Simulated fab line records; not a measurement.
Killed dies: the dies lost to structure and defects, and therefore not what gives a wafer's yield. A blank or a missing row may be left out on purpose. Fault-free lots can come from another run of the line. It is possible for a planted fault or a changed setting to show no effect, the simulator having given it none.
fab line records -- flow n5_finfet
record lots=7, wafers=21
route steps=1938 shown BEOL_M11@1579 BEOL_M12@1639 BEOL_M14@1753
start_h: hours from the record's first day to the start of the lot's first wafer shown -- wait_h: hours since the lot's step before -- " unchanged from the row above -- L1.1+2: a single row standing in for several wafers -- - either no value or no given start -- * or withheld: withheld -- < > ~ a bound
route shown NAME@n: names a module that has steps shown in the file, with the first one's number in the route -- usual: mean and standard deviation over wafers with no fault -- same: alike in all rows -- chamber/n: place in a boat -- sites: readings site by site -- _std_site: standard deviation across them -- _edge_site: outer sites' mean less inner sites' -- radius_mm: how far each site lies from the wafer's centre -- mask NAME#n: copy n -- behind: the last tool/chamber to shape the wafer -- hold: why the lot was held/for how many hours/how that ended -- device: whichever transistor did not switch (one of n, p or np) -- end of line: at the end of the route, the tests of the same wafers -- a step given without rows: its recipe and nothing more -- killed: dies lost to structure and defects at the first sort, not the wafer's yield -- map: a wafer's dies, marking killed ones x, the rest . and places with no die _
set.NAME: the setting as run; set.NAME@STEP: as run at that earlier step -- model.NAME: the simulator's own value behind a step, which no gauge read
lots with deliberately changed settings; one table per step, one row per wafer
## steps
# step N5_BEOL_M11_ETCH_41
# recipe chemistry=CH3F/O2, target=SiCN, target_depth_a=426, taper_deg=2, time_s=86, ion_energy_ev=120, mask_material=TiN, pressure_mtorr=30, source_w=395, bias_w=75, Ar_flow_sccm=150, CH3F_flow_sccm=30, O2_flow_sccm=20
lot.wafer,tool,chamber,start_h,wait_h,set.time_s,model.etch.depth_nm
L076.1,rie_diel-03,1,-,-,77.62,29.17
L076.2,rie_diel-03,0,-,-,77.62,29.42
L076.5,rie_diel-03,2,-,-,77.62,28.88
L075.1,rie_diel-01,1,-,-,100.6,38.5
L075.2,rie_diel-01,2,-,-,86,32.85
L075.4,rie_diel-01,3,-,-,100.6,38.77
L079.3,rie_diel-01,2,-,-,86,32.95
L079.4,rie_diel-01,0,-,-,86,32.82
L079.5,rie_diel-01,3,-,-,86,33.09
L080.2,rie_diel-01,0,-,-,86,32.81
L080.3,rie_diel-01,2,-,-,71.94,27.44
L080.5,rie_diel-01,1,-,-,86,32.77
L089.2,rie_diel-06,3,-,-,86,32.46
L089.3,rie_diel-06,0,-,-,86,31.86
L089.6,rie_diel-06,0,-,-,74.09,27.75
L092.1,rie_diel-06,2,-,-,86,33.2
L092.3,rie_diel-06,0,-,-,86,32.12
L092.4,rie_diel-06,0,-,-,86,32.3
L097.2,rie_diel-03,3,-,-,86,33.45
L097.5,rie_diel-03,3,-,-,86,33.43
L097.6,rie_diel-03,0,-,-,86,32.91
# step N5_BEOL_M11_STRIP_77
# recipe chemistry=N2/H2, time_s=10, power_w=450, temp_c=40, pressure_mtorr=20, rf_frequency_hz=6e+07, bias_power_w=7, n2_flow_sccm=200, h2_flow_sccm=200
# step N5_BEOL_M11_OCD_MEAS_38
# usual trench_depth_nm=148.2/2.4
lot.wafer,tool,chamber,start_h,wait_h,set.time_s@BEOL_M11_TRENCH_ETCH_37,trench_depth_nm
L076.1,ocd-01,-,230.86,-,48,147.2
L076.2,ocd-01,-,230.86,-,56.17,174.9
L076.5,ocd-01,-,230.86,-,48,144.6
L075.1,ocd-02,-,245.35,-,48,151.4
L075.2,ocd-02,-,245.35,-,38.76,121.6
L075.4,ocd-02,-,245.35,-,38.76,123.4
L079.3,ocd-01,-,257.88,-,48,150.0
L079.4,ocd-01,-,257.88,-,48,149.0
L079.5,ocd-01,-,257.88,-,40.02,125.0
L080.2,ocd-02,-,284.32,-,48,150.2
L080.3,ocd-02,-,284.32,-,44.48,139.4
L080.5,ocd-02,-,284.32,-,44.48,139.6
L089.2,ocd-02,-,333.53,-,44.37,137.8
L089.3,ocd-02,-,333.53,-,44.37,135.3
L089.6,ocd-02,-,333.53,-,48,145.4
L092.1,ocd-01,-,339.51,-,48,151.9
L092.3,ocd-01,-,339.51,-,48,147.5
L092.4,ocd-01,-,339.51,-,48,144.9
L097.2,ocd-01,-,377.39,-,48,150.5
L097.5,ocd-01,-,377.39,-,48,149.8
L097.6,ocd-01,-,377.39,-,48,149.1
# step N5_BEOL_M11_HM_STRIP_39
# recipe chemistry=peroxide_tin_strip, material=TiN, target_depth_a=250, temp_c=50, time_s=158
# step N5_BEOL_M11_SRD_40
# recipe time_s=30, temp_c=23, rinse_liquid=diw, dry=ipa_marangoni
# step N5_BEOL_M11_PRECLEAN_42
# recipe chemistry=residue_remover, time_s=60, temp_c=40
# step N5_BEOL_M11_SRD_43
# recipe time_s=30, temp_c=23, rinse_liquid=diw, dry=ipa_marangoni
# step N5_BEOL_M11_CD_MEAS_35
# recipe target_cd_nm=70, polarity=opening
# usual cd_nm=70.3/0.57
lot.wafer,tool,chamber,start_h,wait_h,set.dose_mj@BEOL_M11_EXPOSE_08,cd_nm
L076.1,cd_sem-01,-,231.03,0.0,53.75,69.7
L076.2,cd_sem-01,-,231.03,0.0,53.75,70.7
L076.5,cd_sem-01,-,231.03,0.0,52.71,69.2
L075.1,cd_sem-03,-,245.50,0.0,53.75,70.1
L075.2,cd_sem-03,-,245.50,0.0,56.49,73.3
L075.4,cd_sem-03,-,245.50,0.0,56.49,72.6
L079.3,cd_sem-02,-,258.03,0.0,53.75,70.1
L079.4,cd_sem-02,-,258.03,0.0,53.75,70.5
L079.5,cd_sem-02,-,258.03,0.0,55.93,71.1
L080.2,cd_sem-02,-,284.47,0.0,57.2,73.4
L080.3,cd_sem-02,-,284.47,0.0,53.75,70.0
L080.5,cd_sem-02,-,284.47,0.0,57.2,72.4
L089.2,cd_sem-03,-,333.69,0.0,52.46,68.8
L089.3,cd_sem-03,-,333.69,0.0,53.75,71.0
L089.6,cd_sem-03,-,333.69,0.0,52.46,68.3
L092.1,cd_sem-01,-,339.67,0.0,53.75,70.1
L092.3,cd_sem-01,-,339.67,0.0,53.75,70.8
L092.4,cd_sem-01,-,339.67,0.0,53.75,70.5
L097.2,cd_sem-01,-,377.54,0.0,51.85,67.7
L097.5,cd_sem-01,-,377.54,0.0,51.85,68.1
L097.6,cd_sem-01,-,377.54,0.0,53.75,70.1
# step N5_BEOL_M11_CURE_72
# recipe temp_c=370, time_s=120, ambient=DMADMS/He, material=SiCOH_lowk
# step N5_BEOL_M11_DEGAS_44
# recipe ambient=vacuum, temp_c=250, time_s=60
# step N5_BEOL_M11_ECD_50
# recipe material=Cu, target_thk_a=3180
# step N5_BEOL_M11_ANNEAL_51
# recipe temp_c=225, time_s=90, ambient=N2
# step N5_BEOL_M11_CMP_52
# recipe stop_on=SiCOH_lowk, t_overpolish_s=7, down_force_psi=1, platen_rpm=50, clearing_platen_down_force_psi=1.5, clearing_platen_rpm=50, post_cmp_clean=cu_alkaline, target_thk_nm=140, clearing_platen_pad_velocity_m_s=0.99484, pad_velocity_m_s=0.99484
lot.wafer,tool,chamber,start_h,wait_h,set.time_s@BEOL_M11_TRENCH_ETCH_37,model.Cu_of_BEOL_M11_ECD_50.thk_nm
L076.2,cmp-02,0,233.15,0.3,56.17,167
L076.1,cmp-02,2,233.15,0.3,48,139.2
L076.5,cmp-02,0,233.15,0.3,48,136.2
L075.2,cmp-03,1,247.49,0.2,38.76,115
L075.1,cmp-03,2,247.49,0.2,48,141.6
L075.4,cmp-03,3,247.49,0.2,38.76,116
L079.4,cmp-01,3,260.95,0.2,48,139.2
L079.3,cmp-01,0,260.95,0.2,48,138.8
L079.5,cmp-01,2,260.95,0.2,40.02,115
L080.2,cmp-03,1,285.98,0.2,48,141.8
L080.3,cmp-03,2,285.98,0.2,44.48,130.4
L080.5,cmp-03,1,285.98,0.2,44.48,131.8
L089.3,cmp-02,2,335.41,0.2,44.37,128.6
L089.2,cmp-02,0,335.41,0.2,44.37,131
L089.6,cmp-02,3,335.41,0.2,48,139.6
L092.4,cmp-02,3,342.19,0.4,48,138
L092.3,cmp-02,1,342.19,0.4,48,140.4
L092.1,cmp-02,2,342.19,0.4,48,143.6
L097.2,cmp-02,1,379.59,0.3,48,142.6
L097.6,cmp-02,2,379.59,0.3,48,140.2
L097.5,cmp-02,3,379.59,0.3,48,142.8
# step N5_BEOL_M11_THK_MEAS_53
# recipe thk_meas_gauge=xrf, reads=Cu_of_BEOL_M11_ECD_50
# usual M11_THK=141.8/2.7
lot.wafer,tool,chamber,start_h,wait_h,set.time_s@BEOL_M11_TRENCH_ETCH_37,M11_THK[nm]
L076.1,film_metro-02,-,233.41,-,48,143.0
L076.2,film_metro-02,-,233.41,-,56.17,171.6
L076.5,film_metro-02,-,233.41,-,48,139.7
L075.1,film_metro-01,-,247.79,-,48,142.9
L075.2,film_metro-01,-,247.79,-,38.76,116.1
L075.4,film_metro-01,-,247.79,-,38.76,117.4
L079.3,film_metro-02,-,261.21,-,48,142.4
L079.4,film_metro-02,-,261.21,-,48,143.5
L079.5,film_metro-02,-,261.21,-,40.02,118.1
L080.2,film_metro-01,-,286.28,-,48,143.7
L080.3,film_metro-01,-,286.28,-,44.48,132.0
L080.5,film_metro-01,-,286.28,-,44.48,133.1
L089.2,film_metro-02,-,335.70,-,44.37,132.6
L089.3,film_metro-02,-,335.70,-,44.37,130.5
L089.6,film_metro-02,-,335.70,-,48,141.2
L092.1,film_metro-01,-,342.48,-,48,145.2
L092.3,film_metro-01,-,342.48,-,48,142.7
L092.4,film_metro-01,-,342.48,-,48,138.9
L097.2,film_metro-01,-,379.77,-,48,144.1
L097.5,film_metro-01,-,379.77,-,48,144.0
L097.6,film_metro-01,-,379.77,-,48,140.9
# step N5_BEOL_M11_PRE_CLEAN_55
# recipe gas=NH3, time_s=15, temp_c=withheld, rf_power_w=300
# step N5_BEOL_M11_DEP_56
# recipe material=SiCN, target_thk_a=300, temp_c=withheld, precursor=3MS/NH3, pressure_torr=3, rf_w=675, time_s=10.5
# step N5_BEOL_M11_RS_MEAS_57
# recipe thk_meas_gauge=four-point-probe, reads=Cu_of_BEOL_M11_ECD_50+Co_of_BEOL_M11_CVD_75+TaN_of_BEOL_M11_ALD_74
# usual M11_RS=0.151/0.0031
lot.wafer,tool,chamber,start_h,wait_h,set.time_s@BEOL_M11_TRENCH_ETCH_37,M11_RS[ohm/sq]
L076.1,film_metro-01,-,233.56,0.1,48,0.152
L076.2,film_metro-01,-,233.56,0.1,56.17,0.124
L076.5,film_metro-01,-,233.56,0.1,48,0.156
L075.1,film_metro-01,-,247.91,0.0,48,0.148
L075.2,film_metro-01,-,247.91,0.0,38.76,0.188
L075.4,film_metro-01,-,247.91,0.0,38.76,0.186
L079.3,film_metro-02,-,261.34,0.0,48,0.152
L079.4,film_metro-02,-,261.34,0.0,48,0.151
L079.5,film_metro-02,-,261.34,0.0,40.02,0.188
L080.2,film_metro-01,-,286.40,0.0,48,0.148
L080.3,film_metro-01,-,286.40,0.0,44.48,0.163
L080.5,film_metro-01,-,286.40,0.0,44.48,0.161
L089.2,film_metro-01,-,335.83,0.0,44.37,0.162
L089.3,film_metro-01,-,335.83,0.0,44.37,0.166
L089.6,film_metro-01,-,335.83,0.0,48,0.151
L092.1,film_metro-02,-,342.62,0.0,48,0.147
L092.3,film_metro-02,-,342.62,0.0,48,0.150
L092.4,film_metro-02,-,342.62,0.0,48,0.153
L097.2,film_metro-02,-,379.90,0.0,48,0.148
L097.5,film_metro-02,-,379.90,0.0,48,0.148
L097.6,film_metro-02,-,379.90,0.0,48,0.151
# step N5_BEOL_M12_TRENCH_ETCH_34
# recipe chemistry=C4F8/O2/Ar, target=SiOC, target_depth_a=3189.5, mask_material=SOC, pressure_mtorr=30, source_w=3000, bias_w=700, Ar_flow_sccm=400, C4F8_flow_sccm=15, O2_flow_sccm=8, he_inner_torr=15, he_outer_torr=30, time_s=125.5, ion_energy_ev=250
lot.wafer,tool,chamber,start_h,wait_h,set.time_s,model.etch.depth_nm
L076.1,rie_diel-04,0,236.17,0.0,125.5,319
L076.2,rie_diel-04,1,236.17,0.0,125.5,316.9
L076.5,rie_diel-04,2,236.17,0.0,125.5,315.7
L075.1,rie_diel-05,3,250.67,0.0,125.5,313.4
L075.2,rie_diel-05,1,250.67,0.0,125.5,326
L075.4,rie_diel-05,2,250.67,0.0,102.8,259.9
L079.3,rie_diel-04,1,263.94,0.0,125.5,319.4
L079.4,rie_diel-04,2,263.94,0.0,125.5,317.5
L079.5,rie_diel-04,3,263.94,0.0,116.1,293.4
L080.2,rie_diel-02,2,288.51,0.0,125.5,319.1
L080.3,rie_diel-02,0,288.51,0.0,125.5,315.9
L080.5,rie_diel-02,3,288.51,0.0,125.5,320.4
L089.2,rie_diel-04,1,337.69,0.0,125.5,314
L089.3,rie_diel-04,2,337.69,0.0,125.5,312.7
L089.6,rie_diel-04,2,337.69,0.0,125.5,311.8
L092.1,rie_diel-05,0,345.38,0.0,125.5,322.2
L092.3,rie_diel-05,3,345.38,0.0,125.5,328
L092.4,rie_diel-05,0,345.38,0.0,125.5,322.8
L097.2,rie_diel-04,2,381.98,0.0,141.1,350.8
L097.5,rie_diel-04,3,381.98,0.0,125.5,316.4
L097.6,rie_diel-04,2,381.98,0.0,125.5,314.8
# step N5_BEOL_M12_STRIP_70
# recipe chemistry=C4F8/O2/Ar, resist=SiARC, rf_frequency_hz=6e+07
# step N5_BEOL_M12_OCD_MEAS_35
# usual trench_depth_nm=318/4.5
lot.wafer,tool,chamber,start_h,wait_h,set.time_s@BEOL_M12_TRENCH_ETCH_34,trench_depth_nm
L076.1,ocd-02,-,236.33,0.0,125.5,319
L076.2,ocd-02,-,236.33,0.0,125.5,317
L076.5,ocd-02,-,236.33,0.0,125.5,315
L075.1,ocd-01,-,250.83,0.0,125.5,313
L075.2,ocd-01,-,250.83,0.0,125.5,327
L075.4,ocd-01,-,250.83,0.0,102.8,260
L079.3,ocd-01,-,264.09,0.0,125.5,320
L079.4,ocd-01,-,264.09,0.0,125.5,318
L079.5,ocd-01,-,264.09,0.0,116.1,293
L080.2,ocd-02,-,288.67,0.0,125.5,319
L080.3,ocd-02,-,288.67,0.0,125.5,316
L080.5,ocd-02,-,288.67,0.0,125.5,320
L089.2,ocd-01,-,337.84,0.0,125.5,314
L089.3,ocd-01,-,337.84,0.0,125.5,313
L089.6,ocd-01,-,337.84,0.0,125.5,312
L092.1,ocd-01,-,345.54,0.0,125.5,322
L092.3,ocd-01,-,345.54,0.0,125.5,328
L092.4,ocd-01,-,345.54,0.0,125.5,323
L097.2,ocd-02,-,382.14,0.0,141.1,350
L097.5,ocd-02,-,382.14,0.0,125.5,317
L097.6,ocd-02,-,382.14,0.0,125.5,314
# step N5_BEOL_M12_SPUTTER_43
# recipe material=TaN, target_thk_a=150, temp_c=50, bias_v=168.6, power_w=15000, chamber_pressure_pa=0.12, time_s=24.19
lot.wafer,tool,chamber,start_h,wait_h,set.power_w,model.TaN_of_BEOL_M12_SPUTTER_43.thk_nm
L076.1,pvd_sputter-02,-,239.76,0.0,15000,14.6
L076.2,pvd_sputter-02,-,239.76,0.0,15000,15
L076.5,pvd_sputter-02,-,239.76,0.0,15000,15.2
L075.1,pvd_sputter-02,-,252.03,0.0,15690,15.8
L075.2,pvd_sputter-02,-,252.03,0.0,15000,15.4
L075.4,pvd_sputter-02,-,252.03,0.0,15000,14.8
L079.3,pvd_sputter-02,-,265.74,0.0,15000,14.8
L079.4,pvd_sputter-02,-,265.74,0.0,14040,14.2
L079.5,pvd_sputter-02,-,265.74,0.0,14040,14.4
L080.2,pvd_sputter-03,-,289.06,0.0,15000,14.8
L080.3,pvd_sputter-03,-,289.06,0.0,15000,15
L080.5,pvd_sputter-03,-,289.06,0.0,13430,13.2
L089.2,pvd_sputter-01,-,340.03,0.0,16610,16.6
L089.3,pvd_sputter-01,-,340.03,0.0,15000,15
L089.6,pvd_sputter-01,-,340.03,0.0,16610,16.4
L092.1+3,pvd_sputter-02,-,348.49,0.0,15000,15.2
L092.4,pvd_sputter-02,-,348.49,0.0,15000,15.6
L097.2+5,pvd_sputter-02,-,382.74,0.0,15000,15.2
L097.6,pvd_sputter-02,-,382.74,0.0,15000,14.8
# step N5_BEOL_M12_SPUTTER_44
# recipe material=Ta, target_thk_a=100, temp_c=50, bias_v=80, power_w=15000, chamber_pressure_pa=0.07, time_s=16.13
# step N5_BEOL_M12_SPUTTER_45
# recipe material=Cu, target_thk_a=800, temp_c=-20, bias_v=60, power_w=26000, chamber_pressure_pa=0.13, time_s=13.33
# step N5_BEOL_M12_ECD_47
# recipe material=Cu, target_thk_a=7200
# step N5_BEOL_M12_ANNEAL_48
# recipe temp_c=225, time_s=90, ambient=N2
# step N5_BEOL_M12_CMP_49
# recipe stop_on=SiOC, t_overpolish_s=20.6, down_force_psi=1, platen_rpm=50, clearing_platen_down_force_psi=1.5, clearing_platen_rpm=50, post_cmp_clean=cu_alkaline, target_thk_nm=320, clearing_platen_pad_velocity_m_s=0.99484, pad_velocity_m_s=0.99484
lot.wafer,tool,chamber,start_h,wait_h,set.time_s@BEOL_M12_TRENCH_ETCH_34,model.Cu_of_BEOL_M12_ECD_47.thk_nm
L076.1,cmp-02,1,240.54,0.3,125.5,321.2
L076.2,cmp-02,2,240.54,0.3,125.5,317.2
L076.5,cmp-02,1,240.54,0.3,125.5,318
L075.2,cmp-02,3,252.79,0.2,125.5,327.4
L075.1,cmp-02,0,252.79,0.2,125.5,313.6
L075.4,cmp-02,1,252.79,0.2,102.8,262.2
L079.3,cmp-04,2,266.94,0.2,125.5,321.2
L079.4,cmp-04,3,266.94,0.2,125.5,318.4
L079.5,cmp-04,2,266.94,0.2,116.1,295
L080.3,cmp-03,0,289.80,0.2,125.5,317.4
L080.2,cmp-03,2,289.80,0.2,125.5,318.4
L080.5,cmp-03,0,289.80,0.2,125.5,322
L089.3,cmp-02,2,340.85,0.2,125.5,314.8
L089.2,cmp-02,3,340.85,0.2,125.5,315
L089.6,cmp-02,2,340.85,0.2,125.5,312.2
L092.1,cmp-04,0,349.21,0.3,125.5,322
L092.4,cmp-04,2,349.21,0.3,125.5,323.4
L092.3,cmp-04,3,349.21,0.3,125.5,327.6
L097.2,cmp-03,0,383.49,0.2,141.1,353
L097.6,cmp-03,3,383.49,0.2,125.5,318
L097.5,cmp-03,0,383.49,0.2,125.5,319
# step N5_BEOL_M12_THK_MEAS_50
# recipe thk_meas_gauge=xrf, reads=Cu_of_BEOL_M12_ECD_47
# usual M12_THK=325/5.2
lot.wafer,tool,chamber,start_h,wait_h,set.time_s@BEOL_M12_TRENCH_ETCH_34,M12_THK[nm]
L076.1,film_metro-01,-,240.83,-,125.5,328
L076.2,film_metro-01,-,240.83,-,125.5,323
L076.5,film_metro-01,-,240.83,-,125.5,323
L075.1,film_metro-02,-,253.05,-,125.5,323
L075.2,film_metro-02,-,253.05,-,125.5,337
L075.4,film_metro-02,-,253.05,-,102.8,269
L079.3,film_metro-01,-,267.20,-,125.5,327
L079.4,film_metro-01,-,267.20,-,125.5,325
L079.5,film_metro-01,-,267.20,-,116.1,302
L080.2,film_metro-01,-,290.09,-,125.5,324
L080.3,film_metro-01,-,290.09,-,125.5,323
L080.5,film_metro-01,-,290.09,-,125.5,327
L089.2,film_metro-01,-,341.11,-,125.5,316
L089.3,film_metro-01,-,341.11,-,125.5,317
L089.6,film_metro-01,-,341.11,-,125.5,316
L092.1,film_metro-01,-,349.51,-,125.5,325
L092.3,film_metro-01,-,349.51,-,125.5,332
L092.4,film_metro-01,-,349.51,-,125.5,327
L097.2,film_metro-01,-,383.75,-,141.1,358
L097.5,film_metro-01,-,383.75,-,125.5,323
L097.6,film_metro-01,-,383.75,-,125.5,322
# step N5_BEOL_M12_PRE_CLEAN_52
# recipe gas=NH3, time_s=15, temp_c=withheld, rf_power_w=300
# step N5_BEOL_M12_DEP_53
# recipe material=SiCN, target_thk_a=300, temp_c=withheld, precursor=3MS/NH3, pressure_torr=3, rf_w=675, time_s=10.5
# step N5_BEOL_M12_RS_MEAS_54
# recipe thk_meas_gauge=four-point-probe, reads=Cu_of_BEOL_M12_ECD_47+Ta_of_BEOL_M12_SPUTTER_44+TaN_of_BEOL_M12_SPUTTER_43
# usual M12_RS=0.0601/0.00085
lot.wafer,tool,chamber,start_h,wait_h,set.time_s@BEOL_M12_TRENCH_ETCH_34,M12_RS[ohm/sq]
L076.1,film_metro-02,-,240.99,0.1,125.5,0.0597
L076.2,film_metro-02,-,240.99,0.1,125.5,0.0605
L076.5,film_metro-02,-,240.99,0.1,125.5,0.0604
L075.1,film_metro-02,-,253.17,0.0,125.5,0.0613
L075.2,film_metro-02,-,253.17,0.0,125.5,0.0585
L075.4,film_metro-02,-,253.17,0.0,102.8,0.0739
L079.3,film_metro-01,-,267.33,0.0,125.5,0.0598
L079.4,film_metro-01,-,267.33,0.0,125.5,0.0604
L079.5,film_metro-01,-,267.33,0.0,116.1,0.0653
L080.2,film_metro-02,-,290.22,0.0,125.5,0.0603
L080.3,film_metro-02,-,290.22,0.0,125.5,0.0604
L080.5,film_metro-02,-,290.22,0.0,125.5,0.0594
L089.2,film_metro-01,-,341.23,0.0,125.5,0.0609
L089.3,film_metro-01,-,341.23,0.0,125.5,0.0610
L089.6,film_metro-01,-,341.23,0.0,125.5,0.0614
L092.1,film_metro-02,-,349.63,0.0,125.5,0.0597
L092.3,film_metro-02,-,349.63,0.0,125.5,0.0585
L092.4,film_metro-02,-,349.63,0.0,125.5,0.0593
L097.2,film_metro-01,-,383.87,0.0,141.1,0.0542
L097.5,film_metro-01,-,383.87,0.0,125.5,0.0600
L097.6,film_metro-01,-,383.87,0.0,125.5,0.0604
# step N5_BEOL_M14_TRENCH_ETCH_34
# recipe chemistry=C4F8/O2/Ar, target=SiO2, target_depth_a=5566.5, mask_material=SOC, he_inner_torr=15, he_outer_torr=30, time_s=126.9, ion_energy_ev=800, pressure_mtorr=20, source_w=1905, bias_w=2040, Ar_flow_sccm=400, C4F8_flow_sccm=16, O2_flow_sccm=12
# usual rf_vpp_V=2221/34
lot.wafer,tool,chamber,start_h,wait_h,set.bias_w,rf_vpp_V,model.etch.depth_nm
L076.1,rie_diel-04,0,247.28,0.0,1932,2137,538.2
L076.2,rie_diel-04,1,247.28,0.0,1932,2107,545.5
L076.5,rie_diel-04,2,247.28,0.0,2040,2171,571.7
L075.1,rie_diel-04,2,263.23,0.0,2267,2333,585
L075.2,rie_diel-04,1,263.23,0.0,2040,2190,562
L075.4,rie_diel-04,3,263.23,0.0,2267,2395,584
L079.3,rie_diel-02,1,275.98,0.0,2336,2488,580.1
L079.4,rie_diel-02,2,275.98,0.0,2040,2228,540.5
L079.5,rie_diel-02,1,275.98,0.0,2040,2268,560.5
L080.2,rie_diel-02,3,300.49,0.0,1888,2040,528.5
L080.3,rie_diel-02,0,300.49,0.0,1888,2102,523.8
L080.5,rie_diel-02,1,300.49,0.0,2040,2267,554.2
L089.2,rie_diel-02,2,347.90,0.0,2040,2227,542.3
L089.3,rie_diel-02,1,347.90,0.0,2040,2267,558
L089.6,rie_diel-02,0,347.90,0.0,1801,2031,527.6
L092.1,rie_diel-02,3,355.82,0.0,2040,2153,546.6
L092.3,rie_diel-02,2,355.82,0.0,2040,2226,545.8
L092.4,rie_diel-02,1,355.82,0.0,2040,2266,559.4
L097.2,rie_diel-05,1,394.21,0.0,2040,2220,569.8
L097.5,rie_diel-05,3,394.21,0.0,1840,2118,541.9
L097.6,rie_diel-05,2,394.21,0.0,2040,2194,562.9
# step N5_BEOL_M14_STRIP_70
# recipe chemistry=C4F8/O2/Ar, resist=SiARC, rf_frequency_hz=6e+07
# step N5_BEOL_M14_OCD_MEAS_35
# usual trench_depth_nm=553/10
lot.wafer,tool,chamber,start_h,wait_h,set.bias_w@BEOL_M14_TRENCH_ETCH_34,trench_depth_nm
L076.1,ocd-01,-,247.45,0.0,1932,538
L076.2,ocd-01,-,247.45,0.0,1932,545
L076.5,ocd-01,-,247.45,0.0,2040,571
L075.1,ocd-01,-,263.39,0.0,2267,584
L075.2,ocd-01,-,263.39,0.0,2040,562
L075.4,ocd-01,-,263.39,0.0,2267,584
L079.3,ocd-02,-,276.14,0.0,2336,580
L079.4,ocd-02,-,276.14,0.0,2040,540
L079.5,ocd-02,-,276.14,0.0,2040,561
L080.2,ocd-02,-,300.65,0.0,1888,528
L080.3,ocd-02,-,300.65,0.0,1888,524
L080.5,ocd-02,-,300.65,0.0,2040,554
L089.2,ocd-02,-,348.06,0.0,2040,543
L089.3,ocd-02,-,348.06,0.0,2040,558
L089.6,ocd-02,-,348.06,0.0,1801,528
L092.1,ocd-01,-,355.97,0.0,2040,547
L092.3,ocd-01,-,355.97,0.0,2040,547
L092.4,ocd-01,-,355.97,0.0,2040,559
L097.2,ocd-01,-,394.36,0.0,2040,570
L097.5,ocd-01,-,394.36,0.0,1840,543
L097.6,ocd-01,-,394.36,0.0,2040,563
## key
split step=N5_BEOL_M11_ETCH_41, setting=time_s, stated=86, by=wafer
response step=N5_BEOL_M11_ETCH_41, reading=model.etch.depth_nm, change=+0.33, per=1%, r=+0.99
split step=N5_BEOL_M12_TRENCH_ETCH_34, setting=time_s, stated=125.5, by=wafer
response step=N5_BEOL_M12_TRENCH_ETCH_34, reading=model.etch.depth_nm, change=+3.17, per=1%, r=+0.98
response step=N5_BEOL_M12_OCD_MEAS_35, reading=trench_depth_nm, change=+3.17, per=1%, r=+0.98
response step=N5_BEOL_M12_CMP_49, reading=model.Cu_of_BEOL_M12_ECD_47.thk_nm, change=+3.1, per=1%, r=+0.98
response step=N5_BEOL_M12_THK_MEAS_50, reading=M12_THK, change=+3.21, per=1%, r=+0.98
response step=N5_BEOL_M12_RS_MEAS_54, reading=M12_RS, change=-0.000681, per=1%, r=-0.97
split step=N5_BEOL_M12_SPUTTER_43, setting=power_w, stated=15000, by=wafer
response step=N5_BEOL_M12_SPUTTER_43, reading=model.TaN_of_BEOL_M12_SPUTTER_43.thk_nm, change=+0.141, per=1%, r=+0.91
split step=N5_BEOL_M14_TRENCH_ETCH_34, setting=bias_w, stated=2040, by=wafer
response step=N5_BEOL_M14_TRENCH_ETCH_34, reading=rf_vpp_V, change=+16.2, per=1%, r=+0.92
response step=N5_BEOL_M14_TRENCH_ETCH_34, reading=model.etch.depth_nm, change=+2.38, per=1%, r=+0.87
response step=N5_BEOL_M14_OCD_MEAS_35, reading=trench_depth_nm, change=+2.37, per=1%, r=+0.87
split outside_this_file step=N5_BEOL_M11_EXPOSE_08 setting=dose_mj
split outside_this_file step=N5_BEOL_M11_TRENCH_ETCH_37 setting=time_s
# split outside_this_file: this setting was split too, and the file shows its column; the key of that split is in another file
